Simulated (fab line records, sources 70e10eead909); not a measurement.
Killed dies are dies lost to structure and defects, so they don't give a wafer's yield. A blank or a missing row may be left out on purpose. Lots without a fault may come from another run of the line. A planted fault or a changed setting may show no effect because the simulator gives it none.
Which tool did it? | flow nand_harc | 13 lots, 37 wafers sampled, at 5 steps of a route of 1302

WHAT THE GAUGES READ, wafer by wafer
NHARC_A_SOURCE_PLATE_INSPECT_08.
lot  | measured     | on                | raw_defect_count
L659 | day 7 14:58  | defect_inspect-02 | 56 45 42
L661 | day 8 13:06  | defect_inspect-01 | 42 97 33
L662 | day 9 00:14  | defect_inspect-02 | 65 79 84
L663 | day 9 00:16  | defect_inspect-02 | 38 43 56
L664 | day 9 16:43  | defect_inspect-01 | 54 36 53
L665 | day 10 09:23 | defect_inspect-02 | 77 95 141
L667 | day 11 02:34 | defect_inspect-02 | 76 63 54
L673 | day 13 15:41 | defect_inspect-02 | 38
L677 | day 15 00:33 | defect_inspect-01 | 120 96 64
L679 | day 16 08:27 | defect_inspect-02 | 97 100 90
L680 | day 16 08:27 | defect_inspect-01 | 39 55 57
L681 | day 16 21:13 | defect_inspect-02 | 83 49 61
L682 | day 17 09:51 | defect_inspect-01 | 53 34 71

NHARC_A_ONON_D1_THK_MEAS_18: measures by ellipsometry.
lot  | measured     | on            | thk_nm (nm)
L659 | day 8 01:45  | film_metro-02 | 998 999 1000
L661 | day 8 23:59  | film_metro-01 | 998 998 998
L662 | day 9 10:42  | film_metro-02 | 1008 1009 1009
L663 | day 9 10:42  | film_metro-01 | 1012 1011 1010
L664 | day 10 03:23 | film_metro-02 | 1006 1006 1007
L665 | day 10 21:01 | film_metro-02 | 994 996 996
L667 | day 11 13:07 | film_metro-02 | 1018 1018 1016
L673 | day 14 02:24 | film_metro-01 | 676 674
L677 | day 15 12:05 | film_metro-01 | 997 995 996
L679 | day 16 18:54 | film_metro-01 | 986 987 987
L680 | day 16 18:55 | film_metro-01 | 1003 1002 1003
L681 | day 17 07:50 | film_metro-01 | 986 986 987
L682 | day 17 23:57 | film_metro-02 | 994 994 993

NHARC_A_ONON_D1_INSPECT_32.
lot  | measured     | on                | raw_defect_count
L659 | day 8 04:35  | defect_inspect-02 | 69 56 70
L661 | day 9 02:50  | defect_inspect-01 | 53 95 57
L662 | day 9 13:29  | defect_inspect-02 | 82 92 94
L663 | day 9 13:35  | defect_inspect-02 | 45 52 67
L664 | day 10 06:11 | defect_inspect-01 | 66 39 60
L665 | day 10 23:49 | defect_inspect-01 | 86 121 149
L667 | day 11 15:55 | defect_inspect-01 | 92 67 63
L673 | day 14 10:34 | defect_inspect-02 | 45
L677 | day 15 14:53 | defect_inspect-02 | 137 126 68
L679 | day 16 21:42 | defect_inspect-02 | 105 115 103
L680 | day 16 21:43 | defect_inspect-02 | 51 68 65
L681 | day 17 10:39 | defect_inspect-02 | 95 54 63
L682 | day 18 02:46 | defect_inspect-01 | 69 60 89

WHICH TOOL RAN EACH LOT (tool, then ch and the chambers of the sampled wafers, then the start)
lot  | NHARC_A_ZERO_WELL_ETCH_13        | NHARC_A_ONON_D1_DEP_16
L659 | rie_si-03 ch 0,1, day 6 18:49    | pecvd_onon-04 ch 0, day 8 01:18
L661 | rie_si-02 ch 0,1,2, day 7 15:37  | pecvd_onon-01 ch 0, day 8 23:29
L662 | rie_si-03 ch 0,1,3, day 8 03:26  | pecvd_onon-01 ch 0, day 9 10:11
L663 | rie_si-02 ch 1,2, day 8 04:02    | pecvd_onon-04 ch 0, day 9 10:11
L664 | rie_si-06 ch 0,2,3, day 8 19:11  | pecvd_onon-03 ch 0, day 10 03:03
L665 | rie_si-03 ch 2,3, day 9 09:49    | pecvd_onon-01 ch 0, day 10 20:34
L667 | rie_si-03 ch 0,1,2, day 10 04:46 | pecvd_onon-04 ch 0, day 11 12:36
L673 | rie_si-06 ch 2, day 12 15:41     | pecvd_onon-01 ch 0, day 14 01:53
L677 | rie_si-02 ch 0,1,3, day 14 01:38 | pecvd_onon-03 ch 0, day 15 11:34
L679 | rie_si-02 ch 0,1,2, day 15 10:11 | pecvd_onon-01 ch 0, day 16 18:27
L680 | rie_si-06 ch 0,2,3, day 15 10:43 | pecvd_onon-03 ch 0, day 16 18:34
L681 | rie_si-06 ch 1,2,3, day 15 22:02 | pecvd_onon-01 ch 0, day 17 07:22
L682 | rie_si-06 ch 0,1,3, day 16 09:59 | pecvd_onon-01 ch 0, day 17 23:26
- NHARC_A_ZERO_WELL_ETCH_13: etches the open film in HBr/Cl2, target depth 120 nm, time 40.1 s.
- NHARC_A_ONON_D1_DEP_16: target thk 1000 nm.

WHAT THE TOOLS THEMSELVES READ (means of the sampled wafers that have a number; where no wafer has one, the mark that the record gives instead)
NHARC_A_ZERO_WELL_ETCH_13.
lot  | tool      | drypump_motor_current_A (A) | oes_product_au (a.u.) | rf_fwd_power_W (W) | throttle_valve_pct (%)
L659 | rie_si-03 | 5.6                         | 1.010                 | 396.1              | 26.405
L661 | rie_si-02 | 5.6                         | 1.001                 | 392.8              | 26.416
L662 | rie_si-03 | 5.6                         | 1.007                 | 394.7              | 26.395
L663 | rie_si-02 | 5.4                         | 1.008                 | 393.6              | 26.415
L664 | rie_si-06 | 5.7                         | 1.001                 | 395.8              | 26.407
L665 | rie_si-03 | 5.9                         | 0.991                 | 393.3              | 26.401
L667 | rie_si-03 | 5.7                         | 1.009                 | 396.6              | 26.403
L673 | rie_si-06 | 5.6                         | 0.995                 | 397.6              | 26.405
L677 | rie_si-02 | 5.9                         | 0.997                 | 394.6              | 26.402
L679 | rie_si-02 | 5.7                         | 1.001                 | 394.1              | 26.402
L680 | rie_si-06 | 5.7                         | 0.995                 | 397.1              | 26.399
L681 | rie_si-06 | 5.6                         | 0.996                 | 395.2              | 26.407
L682 | rie_si-06 | 5.5                         | 1.001                 | 395.7              | 26.410

NHARC_A_ONON_D1_DEP_16.
lot  | tool          | susceptor_temp_C (C)
L659 | pecvd_onon-04 | 400.04
L661 | pecvd_onon-01 | 400.23
L662 | pecvd_onon-01 | 399.85
L663 | pecvd_onon-04 | 399.77
L664 | pecvd_onon-03 | 400.20
L665 | pecvd_onon-01 | 400.17
L667 | pecvd_onon-04 | 400.00
L673 | pecvd_onon-01 | 399.97
L677 | pecvd_onon-03 | 400.06
L679 | pecvd_onon-01 | 400.03
L680 | pecvd_onon-03 | 399.73
L681 | pecvd_onon-01 | 399.97
L682 | pecvd_onon-01 | 400.24

THE ANSWER, worked out from the rows above alone
Rule: what is usual is taken from the lots themselves. Put in order of their means at a reading, lots are off if they are a third of the lots or fewer, leave a main group of 4 or more, and stand apart from it by a gap of 3 or more times the standard deviation of the main group's means; of several such gaps the widest counts. A main group whose means are all the same, to the digits that the tables above print for the reading, isn't used. A lot without any number at a reading at which 4 lots or more have one is off too. The other lots that the step has rows for count as sound. The gauges are gone through in route order, then the tools' own readings, and for those a lot's mean is taken as printed above. The first step at which some lot is off is used, and at that step the reading that is off furthest; a lot without a number counts as furthest.
Off: L673, at NHARC_A_ONON_D1_THK_MEAS_18 (thk_nm). The main group: mean 1000 nm, standard deviation 9.1.
A tool fits if, at a process step before that reading, it ran every lot that is off, and no sound lot after the first of them. The gauges at NHARC_A_ONON_D1_THK_MEAS_18 are tried like those tools. None of those tried fits.

WHAT THE SIMULATOR HAD PUT IN
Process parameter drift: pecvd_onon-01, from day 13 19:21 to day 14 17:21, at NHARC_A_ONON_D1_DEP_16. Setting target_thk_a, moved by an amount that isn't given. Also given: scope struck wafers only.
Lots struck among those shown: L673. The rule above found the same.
